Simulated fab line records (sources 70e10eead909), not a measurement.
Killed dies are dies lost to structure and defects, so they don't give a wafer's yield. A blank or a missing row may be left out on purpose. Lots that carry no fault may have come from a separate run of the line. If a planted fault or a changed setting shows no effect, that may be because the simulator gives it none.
fab line records | flow nandHarc
record: lots: 12 | wafers: 34 | lastDay: 35
route steps=1302 shown A_STAIRCASE@886 A_SGD_CUT@905 END@1302
lots with no fault: from the same line, run without faults
startH: hours from the record's opening day to when the first of the lot's shown wafers began | waitH: hours from the lot's prior step to this one | " identical to the entry in the row above | L1.1+2: several wafers, shown together as one row | - value missing, or start not given | * or withheld: withheld | < > ~ a bound
route shown NAME@n: NAME is a module with steps in the file, n the number in the route of the first one | usual: the fault-free wafers' mean and standard deviation | same: alike in all rows | chamber/n: place in a boat | sites: the reading at each site | _std_site: standard deviation across them | _edge_site: inner sites' mean taken away from outer sites' mean | radiusMm: for every site, how far away it sits from the centre of the wafer | mask NAME#n: copy n | behind: the most recent tool/chamber to have shaped the wafer | hold: why the lot went on hold/how many hours it stayed there/how the hold came to an end | device: which transistor (n, p or np) failed to switch | end of line: the same wafers' tests at the end of the route | where a step has no rows: the recipe by itself | killed: not the wafer's yield, but the dies lost to structure and defects at the first sort | map: dies across one wafer; x = killed, . = not, _ = none there
set.NAME: the setting that was run; set.NAME@STEP: the one run at that earlier step | model.NAME: the simulator's own value behind a step, which no gauge read
one table for each step of the route and one row for each wafer, over a sample of lots
services: when a tool's chamber went out of use (startH, in hours from the record's first day, below 0 if earlier), for how many hours, and the reason
== steps ==
step: NHARC_A_STAIRCASE_CMP_472
recipe: material: SiO2
usual: motorCurrentA: 12.5/1.5 | retainingRingPressureFrac: 1.000/0.0045
lot.wafer | tool   | chamber | startH | waitH | motorCurrentA | retainingRingPressureFrac
L427.4    | cmp-01 | 3       | 452.95 | 0.2   | 14.3          | 1.002
L427.3    | "      | 0       | "      | "     | 11.7          | 0.988
L427.1    | "      | 1       | "      | "     | 11.5          | 0.999
L428.4    | cmp-04 | 3       | 453.54 | 0.2   | 13.5          | 0.998
L428.2    | "      | 2       | "      | "     | 12.0          | 0.996
L428.5    | "      | 3       | "      | "     | 13.4          | 0.995
L429.1    | cmp-01 | 3       | 473.58 | 0.2   | 13.8          | 0.993
L429.5    | "      | 2       | "      | "     | 14.6          | 1.005
L429.6    | "      | 3       | "      | "     | 13.9          | 0.996
L433.3    | cmp-01 | 3       | 532.33 | 0.2   | 13.8          | 1.004
L433.1    | "      | 0       | "      | "     | 11.6          | 1.000
L433.6    | "      | 1       | "      | "     | 11.5          | 1.010
L430.3    | cmp-01 | 0       | 535.61 | 0.3   | 11.8          | 0.999
L430.1    | "      | 1       | "      | "     | 10.6          | 1.001
L430.5    | "      | 3       | "      | "     | 13.6          | 0.995
L436.4    | cmp-02 | 2       | 550.40 | 0.2   | 13.0          | 1.006
L436.3    | "      | 3       | "      | "     | 13.0          | 1.004
L436.5    | "      | 0       | "      | "     | 10.5          | 0.999
L435.1    | cmp-04 | 3       | 553.00 | 0.3   | 13.6          | 0.993
L435.2    | "      | 0       | "      | "     | 10.9          | 1.001
L435.4    | "      | 1       | "      | "     | 11.7          | 1.000
L437.3    | cmp-01 | 2       | 573.73 | 0.3   | 15.2          | 1.000
L437.6    | "      | 3       | "      | "     | 13.7          | 0.999
L439.2    | cmp-02 | 0       | 578.96 | 0.2   | 10.7          | 1.001
L439.5    | "      | 1       | "      | "     | 12.0          | 1.003
L443.1    | cmp-04 | 0       | 589.70 | 0.3   | 11.2          | 1.000
L443.5    | "      | 3       | "      | "     | 13.3          | 0.993
L443.6    | "      | 0       | "      | "     | 11.0          | 1.004
L445.1    | cmp-02 | 0       | 627.19 | 0.2   | 10.8          | 1.011
L445.2    | "      | 1       | "      | "     | 11.9          | 0.997
L445.5    | "      | 0       | "      | "     | 10.7          | 0.999
L449.3    | cmp-02 | 3       | 705.94 | 0.2   | 13.8          | 1.004
L449.2    | "      | 1       | "      | "     | 11.6          | 0.997
L449.6    | "      | 3       | "      | "     | 12.0          | 1.001
step: NHARC_A_SGD_CUT_ETCH_58
recipe: targetDepthA: 390 | overEtchFrac: 0.3 | timeS: 65 | ionEnergyEv: 80 | cf4FlowSccm: 150 | arFlowSccm: 0 | rfW: 300 | biasW: 100 | chemistry: CF4
usual: chamberPressureMTorr: 50.00/0.045 | drypumpMotorCurrentA: 5.6/0.51 | oesProductAu: 1.001/0.0094 | rfVppV: 151.0/1.2 | showerheadPlenumPTorr: 1.76/0.068 | throttleValvePct: 13.283/0.0089
lot.wafer | tool       | chamber | startH | waitH | chamberPressureMTorr | drypumpMotorCurrentA | oesProductAu | rfHoursCounterH | rfVppV | showerheadPlenumPTorr | throttleValvePct
L427.1    | rieDiel-08 | 2       | 454.34 | 0.1   | 50.12                | 4.8                  | 0.993        | 3               | 151.3  | 1.72                  | 13.290
L427.4    | "          | 3       | "      | "     | 49.99                | 5.4                  | 1.009        | 3               | 151.2  | 1.87                  | 13.300
L427.3    | "          | 0       | "      | "     | 50.05                | 5.0                  | 1.003        | 3               | 152.9  | 1.86                  | 13.289
L428.2    | rieDiel-03 | 1       | 454.95 | 0.1   | 49.98                | 5.7                  | 1.010        | 11              | 151.2  | 1.75                  | 13.273
L428.4    | "          | 2       | "      | "     | 50.00                | 5.6                  | 1.016        | 10              | 150.6  | 1.87                  | 13.286
L428.5    | "          | 1       | "      | "     | 50.00                | 5.7                  | 0.997        | -               | 152.4  | 1.75                  | 13.290
L429.1    | rieDiel-03 | 1       | 474.96 | 0.1   | 49.97                | 5.8                  | 1.023        | 1               | 149.4  | 1.75                  | 13.298
L429.6    | "          | 0       | "      | "     | 50.03                | 6.7                  | 1.011        | -               | 149.8  | 1.71                  | 13.294
L429.5    | "          | 1       | "      | "     | 49.97                | 5.8                  | 1.014        | -               | 151.3  | 1.75                  | 13.281
L433.3    | rieDiel-03 | 2       | 533.69 | 0.1   | 50.04                | 5.6                  | 1.008        | 4               | 151.3  | 1.87                  | 13.289
L433.1    | "          | 3       | "      | "     | 50.07                | 5.3                  | 0.996        | 5               | 151.0  | 1.76                  | 13.284
L433.6    | "          | 2       | "      | "     | 50.02                | 5.6                  | 1.018        | -               | 153.2  | 1.87                  | 13.264
L430.1    | rieDiel-03 | 1       | 537.04 | 0.1   | 50.04                | 5.8                  | 1.006        | 5               | 150.4  | 1.75                  | 13.281
L430.3    | "          | 2       | "      | "     | 50.04                | 5.6                  | 0.996        | 4               | 152.3  | 1.87                  | 13.276
L430.5    | "          | 0       | "      | "     | 50.01                | 6.7                  | 0.994        | -               | 149.7  | 1.71                  | 13.264
L436.3    | rieDiel-03 | 2       | 552.03 | 0.1   | 49.99                | 5.6                  | 0.990        | 6               | 151.3  | 1.87                  | 13.298
L436.4    | "          | 3       | "      | "     | 49.97                | 5.3                  | 0.998        | 7               | 152.1  | 1.76                  | 13.274
L436.5    | "          | 1       | "      | "     | 50.07                | 5.7                  | 0.840        | -               | 151.1  | 1.75                  | 13.280
L435.2    | rieDiel-12 | 3       | 554.46 | 0.1   | 50.00                | 5.9                  | 0.991        | 9               | 149.4  | 1.67                  | 13.281
L435.1    | "          | 0       | "      | "     | 49.94                | 6.3                  | 1.000        | 9               | 150.8  | 1.73                  | 13.296
L435.4    | "          | 1       | "      | "     | 49.93                | 5.7                  | 1.013        | 10              | 151.7  | 1.73                  | 13.287
L437.3    | rieDiel-03 | 1       | 575.03 | 0.1   | 50.06                | 5.7                  | 1.008        | 8               | 151.5  | 1.75                  | 13.289
L437.6    | "          | 3       | "      | "     | 49.95                | 5.3                  | 0.817        | -               | 149.9  | 1.76                  | 13.288
L439.2    | rieDiel-03 | 1       | 580.33 | 0.1   | 50.05                | 5.8                  | 1.003        | 8               | 150.2  | 1.75                  | 13.274
L439.5    | "          | 1       | "      | "     | 50.01                | 5.7                  | 0.841        | -               | 149.9  | 1.75                  | 13.282
L443.1    | rieDiel-12 | 1       | 591.08 | 0.1   | 49.99                | 5.7                  | 1.000        | 13              | 150.3  | 1.73                  | 13.278
L443.6    | "          | 1       | "      | "     | 50.09                | 5.7                  | 1.005        | -               | 149.5  | 1.73                  | 13.284
L443.5    | "          | 2       | "      | "     | 50.01                | 5.2                  | 1.001        | -               | 151.1  | 1.82                  | 13.290
L445.1    | rieDiel-08 | 2       | 628.60 | 0.1   | 49.99                | 4.8                  | 1.005        | 3               | 149.8  | 1.72                  | 13.294
L445.2    | "          | 3       | "      | "     | 50.03                | 5.5                  | 1.019        | 3               | 151.9  | 1.87                  | 13.287
L445.5    | "          | 1       | "      | "     | 50.02                | 5.8                  | 1.009        | -               | 151.0  | 1.69                  | 13.282
L449.2    | rieDiel-03 | 1       | 707.34 | 0.1   | 50.03                | 5.7                  | 0.988        | 5               | 151.5  | 1.75                  | 13.298
L449.3    | "          | 2       | "      | "     | 49.91                | 5.6                  | 1.005        | 6               | 152.3  | 1.87                  | 13.298
L449.6    | "          | 1       | "      | "     | 49.96                | 5.8                  | 0.991        | -               | 151.2  | 1.75                  | 13.285
step: NHARC_A_SGD_CUT_THK_MEAS_22
recipe: thkMeasGauge: ellipsometry
usual: thkNm: 148.4/1.5
lot.wafer | tool         | chamber | startH | waitH | thkNm
L427.1    | filmMetro-01 | -       | 460.72 | 0.2   | 151.4
L427.3    | "            | -       | "      | "     | 147.9
L427.4    | "            | -       | "      | "     | 145.0
L428.2    | filmMetro-01 | -       | 460.87 | 0.2   | 149.7
L428.4    | "            | -       | "      | "     | 147.0
L428.5    | "            | -       | "      | "     | 149.9
L429.1    | filmMetro-01 | -       | 488.49 | 0.2   | 147.8
L429.5    | "            | -       | "      | "     | 147.4
L429.6    | "            | -       | "      | "     | 149.8
L433.1    | filmMetro-01 | -       | 539.60 | 0.2   | 147.6
L433.3    | "            | -       | "      | "     | 145.3
L433.6    | "            | -       | "      | "     | 147.7
L430.1    | filmMetro-02 | -       | 542.95 | 0.2   | 148.6
L430.3    | "            | -       | "      | "     | 148.2
L430.5    | "            | -       | "      | "     | 146.3
L436.3    | filmMetro-01 | -       | 557.96 | 0.2   | 151.9
L436.4    | "            | -       | "      | "     | 149.5
L436.5    | "            | -       | "      | "     | 149.1
L435.1    | filmMetro-01 | -       | 558.11 | 0.2   | 148.5
L435.2    | "            | -       | "      | "     | 149.4
L435.4    | "            | -       | "      | "     | 146.9
L437.3    | filmMetro-01 | -       | 580.32 | 0.2   | 150.7
L437.6    | "            | -       | "      | "     | 148.0
L439.2    | filmMetro-01 | -       | 587.80 | 0.2   | 150.2
L439.5    | "            | -       | "      | "     | 150.5
L443.1    | filmMetro-01 | -       | 597.01 | 0.2   | 147.8
L443.5    | "            | -       | "      | "     | 148.4
L443.6    | "            | -       | "      | "     | 150.1
L445.1    | filmMetro-01 | -       | 634.55 | 0.2   | 146.7
L445.2    | "            | -       | "      | "     | 148.2
L445.5    | "            | -       | "      | "     | 150.0
L449.2    | filmMetro-02 | -       | 713.22 | 0.2   | 150.6
L449.3    | "            | -       | "      | "     | 147.0
L449.6    | "            | -       | "      | "     | 148.3
step: NHARC_A_SGD_CUT_ETCHBACK_24
recipe: targetDepthA: 500 | overEtchFrac: 0.3 | timeS: 92.857 | ionEnergyEv: 120 | ch3fFlowSccm: 50 | o2FlowSccm: 30 | arFlowSccm: 200 | rfW: 500 | biasW: 100 | chemistry: CH3F/O2
usual: chamberPressureMTorr: 25.001/0.023 | drypumpMotorCurrentA: 5.6/0.52 | oesProductAu: 0.96/0.036 | rfVppV: 244.0/1.5 | showerheadPlenumPTorr: 2.45/0.1 | throttleValvePct: 20.663/0.0085
lot.wafer | tool       | chamber | startH | waitH | chamberPressureMTorr | drypumpMotorCurrentA | oesProductAu | rfHoursCounterH | rfVppV | showerheadPlenumPTorr | throttleValvePct
L427.1    | rieDiel-08 | 0       | 460.94 | 0.1   | 24.990               | 5.0                  | 0.93         | 3               | 246.0  | 2.59                  | 20.663
L427.4    | "          | 1       | "      | "     | 24.969               | 5.8                  | 0.93         | 4               | 244.1  | 2.34                  | 20.653
L427.3    | "          | 3       | "      | "     | 25.006               | 5.5                  | 0.94         | 3               | 247.1  | 2.60                  | 20.659
L428.4    | rieDiel-08 | 3       | 461.18 | 0.2   | 24.963               | 5.5                  | 1.01         | 3               | 245.7  | 2.60                  | 20.649
L428.2    | "          | 1       | "      | "     | 24.985               | 5.7                  | 1.01         | 4               | 243.8  | 2.34                  | 20.653
L428.5    | "          | 3       | "      | "     | 24.999               | 5.5                  | 1.02         | -               | 244.2  | 2.60                  | 20.654
L429.1    | rieDiel-03 | 0       | 488.74 | 0.2   | 25.053               | 6.7                  | 0.93         | 2               | 243.3  | 2.37                  | 20.668
L429.5    | "          | 2       | "      | "     | 24.990               | 5.6                  | 0.94         | -               | 247.0  | 2.61                  | 20.652
L429.6    | "          | 3       | "      | "     | 24.986               | 5.3                  | 0.94         | -               | 244.4  | 2.44                  | 20.663
L433.3    | rieDiel-03 | 1       | 539.84 | 0.1   | 24.942               | 5.8                  | 0.94         | 6               | 246.0  | 2.44                  | 20.666
L433.1    | "          | 2       | "      | "     | 25.003               | 5.6                  | 0.93         | 5               | 245.8  | 2.61                  | 20.657
L433.6    | "          | 0       | "      | "     | 24.996               | 6.7                  | 0.92         | -               | 242.2  | 2.37                  | 20.666
L430.3    | rieDiel-03 | 3       | 543.20 | 0.2   | 24.987               | 5.3                  | 0.93         | 6               | 244.7  | 2.44                  | 20.660
L430.1    | "          | 0       | "      | "     | 24.982               | 6.7                  | 0.92         | 7               | 243.0  | 2.37                  | 20.645
L430.5    | "          | 2       | "      | "     | 25.019               | 5.7                  | 0.93         | -               | 247.3  | 2.61                  | 20.663
L436.4    | rieDiel-08 | 2       | 558.21 | 0.2   | 25.033               | 4.8                  | 1.01         | 0               | 243.3  | 2.39                  | 20.665
L436.3    | "          | 3       | "      | "     | 24.979               | 5.5                  | 1.00         | 1               | 245.6  | 2.60                  | 20.662
L436.5    | "          | 1       | "      | "     | 25.021               | 5.7                  | 1.00         | -               | 242.2  | 2.34                  | 20.656
L435.2    | rieDiel-03 | 0       | 558.33 | 0.1   | 25.002               | 6.6                  | 1.00         | 8               | 243.6  | 2.37                  | 20.671
L435.4    | "          | 2       | "      | "     | 25.017               | 5.6                  | 1.00         | 6               | 246.0  | 2.61                  | 20.654
L435.1    | "          | 3       | "      | "     | 24.978               | 5.3                  | 0.99         | 7               | 244.9  | 2.44                  | 20.674
L437.3    | rieDiel-08 | 0       | 580.54 | 0.2   | 24.999               | 5.0                  | 0.95         | 2               | 245.2  | 2.59                  | 20.656
L437.6    | "          | 0       | "      | "     | 24.985               | 5.0                  | 0.94         | -               | 245.3  | 2.59                  | 20.655
L439.2    | rieDiel-08 | 3       | 588.05 | 0.2   | 24.971               | 5.5                  | 1.03         | 2               | 245.5  | 2.60                  | 20.668
L439.5    | "          | 2       | "      | "     | 25.000               | 4.8                  | 1.01         | -               | 243.6  | 2.39                  | 20.664
L443.1    | rieDiel-08 | 0       | 597.25 | 0.1   | 25.030               | 5.0                  | 1.00         | 3               | 246.4  | 2.59                  | 20.685
L443.5    | "          | 3       | "      | "     | 25.013               | 5.5                  | 1.01         | -               | 246.4  | 2.60                  | 20.666
L443.6    | "          | 0       | "      | "     | 25.012               | 5.0                  | 1.01         | -               | 247.0  | 2.59                  | 20.668
L445.1    | rieDiel-12 | 3       | 634.78 | 0.1   | 25.029               | 5.9                  | 1.00         | 0               | 242.1  | 2.32                  | 20.658
L445.2    | "          | 1       | "      | "     | 24.998               | 5.7                  | 0.99         | 0               | 244.4  | 2.41                  | 20.666
L445.5    | "          | 3       | "      | "     | 24.959               | 5.9                  | 1.00         | -               | 242.6  | 2.32                  | 20.670
L449.2    | rieDiel-03 | 0       | 713.46 | 0.2   | 25.027               | 6.7                  | 0.93         | 5               | 242.2  | 2.37                  | 20.662
L449.3    | "          | 2       | "      | "     | 25.003               | 5.6                  | 0.92         | 7               | 245.3  | 2.60                  | 20.659
L449.6    | "          | 0       | "      | "     | 25.018               | 6.7                  | 0.93         | -               | 241.5  | 2.37                  | 20.666
step: NHARC_END_SORT_01
recipe: tempC: 25
usual: killedAtArray: 54/18 | killedAtOther: 0.9/1.2 | killedAtPeriphery: 4.4/2.9 | killedDies: 59/18 | killedOpen: 3.2/1.8 | killedShort: 2.6/1.8
same: grossDies: 677
lot.wafer | tool      | chamber | startH | waitH | killedAtArray | killedAtOther | killedAtPeriphery | killedDies | killedOpen | killedShort
L436.3    | prober-01 | 0       | 686.20 | 3.1   | 54            | 1             | 4                 | 59         | 1          | 3
L436.4    | prober-01 | 0       | 686.99 | 3.4   | 69            | 0             | 7                 | 76         | 4          | 3
L436.5    | prober-01 | 0       | 687.78 | 3.7   | 128           | 0             | 3                 | 131        | 3          | 1
L437.3    | prober-01 | 0       | 714.17 | 3.1   | 49            | 0             | 6                 | 55         | 5          | 2
L437.6    | prober-01 | 0       | 716.60 | 4.1   | 196           | 0             | 4                 | 200        | 3          | 6
L439.2    | prober-02 | 0       | 729.00 | 2.8   | 43            | 1             | 2                 | 46         | 3          | 1
L439.5    | prober-02 | 0       | 731.37 | 3.7   | 158           | 0             | 3                 | 161        | 3          | 1
killed by level:class
L436.3 A_CHANNEL_HOLE_D2:chamberFilmFlake=22 A_CHANNEL_HOLE_D1:chamberFilmFlake=18 A_CONTACT:chamberFilmFlake=6 P_STI:chamberFilmFlake=2 P_CONTACT:geometricParticle:open=1 A_ONON_D1:geometricParticle:short=1 A_SGD_CUT:geometricParticle:short=1 A_BLC:geometricParticle:short=1
L436.4 A_CHANNEL_HOLE_D1:chamberFilmFlake=28 A_CHANNEL_HOLE_D2:chamberFilmFlake=24 A_CONTACT:chamberFilmFlake=7 P_STI:chamberFilmFlake=4 A_CHANNEL_HOLE_D2:geometricParticle:open=2 P_M0:geometricParticle:short=1 A_ONON_D1:geometricParticle:open=1 A_DECK1_JOINT:geometricParticle:short=1
L436.5 A_SGD_CUT:areaEtch=84 A_CHANNEL_HOLE_D1:chamberFilmFlake=19 A_CHANNEL_HOLE_D2:chamberFilmFlake=16 A_DECK1_JOINT:chamberFilmFlake=3 A_CONTACT:chamberFilmFlake=3 P_M0:geometricParticle:open=2 A_ONON_D1:geometricParticle:open=1 A_CHANNEL_FILL_D2:geometricParticle:short=1
L437.3 A_CHANNEL_HOLE_D1:chamberFilmFlake=18 A_CHANNEL_HOLE_D2:chamberFilmFlake=18 A_CONTACT:chamberFilmFlake=4 P_STI:chamberFilmFlake=2 A_STAIRCASE:chamberFilmFlake=2 A_SLIT:chamberFilmFlake=2 P_M0:geometricParticle:open=1 P_M1:geometricParticle:open=1
L437.6 A_SGD_CUT:areaEtch=134 A_CHANNEL_HOLE_D2:chamberFilmFlake=22 A_CHANNEL_HOLE_D1:chamberFilmFlake=18 A_SLIT:chamberFilmFlake=5 A_STAIRCASE:chamberFilmFlake=4 A_CONTACT:chamberFilmFlake=3 A_CHANNEL_FILL_D2:geometricParticle:short=2 A_CHANNEL_FILL_D2:geometricParticle:open=2
L439.2 A_CHANNEL_HOLE_D2:chamberFilmFlake=19 A_CHANNEL_HOLE_D1:chamberFilmFlake=7 A_CONTACT:chamberFilmFlake=7 A_SLIT:chamberFilmFlake=4 A_DECK1_JOINT:geometricParticle:open=1 A_CHANNEL_HOLE_D2:geometricParticle:open=1 A_BLC:geometricParticle:open=1 P_GATE:chamberFilmFlake=1
L439.5 A_SGD_CUT:areaEtch=112 A_CHANNEL_HOLE_D2:chamberFilmFlake=19 A_SLIT:chamberFilmFlake=8 A_CHANNEL_HOLE_D1:chamberFilmFlake=7 A_CONTACT:chamberFilmFlake=5 P_M0:geometricParticle:open=2 A_STAIRCASE:chamberFilmFlake=2 A_SOURCE_PLATE:geometricParticle:short=1
== services ==
tool       | chamber | startH | hours | kind
cmp-02     | -       | 430.75 | 0.2   | repair
cmp-02     | -       | 431.96 | 4.0   | pm
rieDiel-08 | 0       | 437.57 | 7.4   | repair
cmp-02     | -       | 452.85 | 4.4   | repair
rieDiel-03 | -       | 458.32 | 9.0   | pm
cmp-01     | -       | 479.58 | 4.0   | pm
rieDiel-03 | 2       | 508.13 | 11.4  | repair
cmp-02     | -       | 510.75 | 0.3   | repair
rieDiel-08 | -       | 528.91 | 1.9   | repair
cmp-02     | -       | 529.96 | 4.0   | pm
rieDiel-08 | -       | 544.92 | 9.0   | pm
rieDiel-08 | -       | 570.08 | 0.6   | repair
cmp-01     | -       | 577.58 | 4.0   | pm
rieDiel-03 | 1       | 614.52 | 8.6   | repair
rieDiel-03 | 0       | 621.13 | 13.1  | repair
cmp-02     | -       | 622.90 | 0.7   | repair
rieDiel-03 | -       | 635.32 | 9.0   | pm
cmp-01     | -       | 656.72 | 1.1   | repair
cmp-01     | -       | 675.58 | 4.0   | pm
cmp-01     | -       | 690.80 | 0.3   | repair
rieDiel-08 | 0       | 692.76 | 4.7   | repair
rieDiel-08 | 1       | 695.70 | 7.7   | repair
rieDiel-03 | 0       | 695.97 | 9.9   | repair
rieDiel-03 | 3       | 704.08 | 6.4   | repair
== key ==
firstSign: step: NHARC_A_SGD_CUT_ETCH_58 | reading: oesProductAu | direction: down | sigmas: 18 | usual: 1.001 | struck: 0.833
effect: step: NHARC_END_SORT_01 | reading: killedAtArray | direction: up | sigmas: 5.8 | usual: 54 | struck: 161
moreKillsBornAt: NHARC_A_SGD_CUT_ETCH_58@rieDiel-03: 330
metAt NHARC_A_SGD_CUT_ETCH_58
struckLots L436,L437,L439
struckWafers L436.5,L437.6,L439.5
testerLeftOut L436,L437,L439
notActingAt NHARC_A_STAIRCASE_CMP_472,NHARC_A_SGD_CUT_THK_MEAS_22,NHARC_A_SGD_CUT_ETCHBACK_24
onsetBetween 537.04 552.03
fault: kind: processParameterDrift | tool: rieDiel-03 | chamber: - | onsetH: 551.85 | steps: NHARC_A_SGD_CUT_ETCH_58 | channel: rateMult | offset: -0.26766 | shape: step | endH: 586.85 | scope: struckWafersOnly
testerLeftOut: of these lots the tester's yield and bins aren't shown, on N5 and GAA mostly nor the transistor test; their killed dies are dies lost to structure and defects alone, not to doping, threshold or leakage, so they don't give the yield
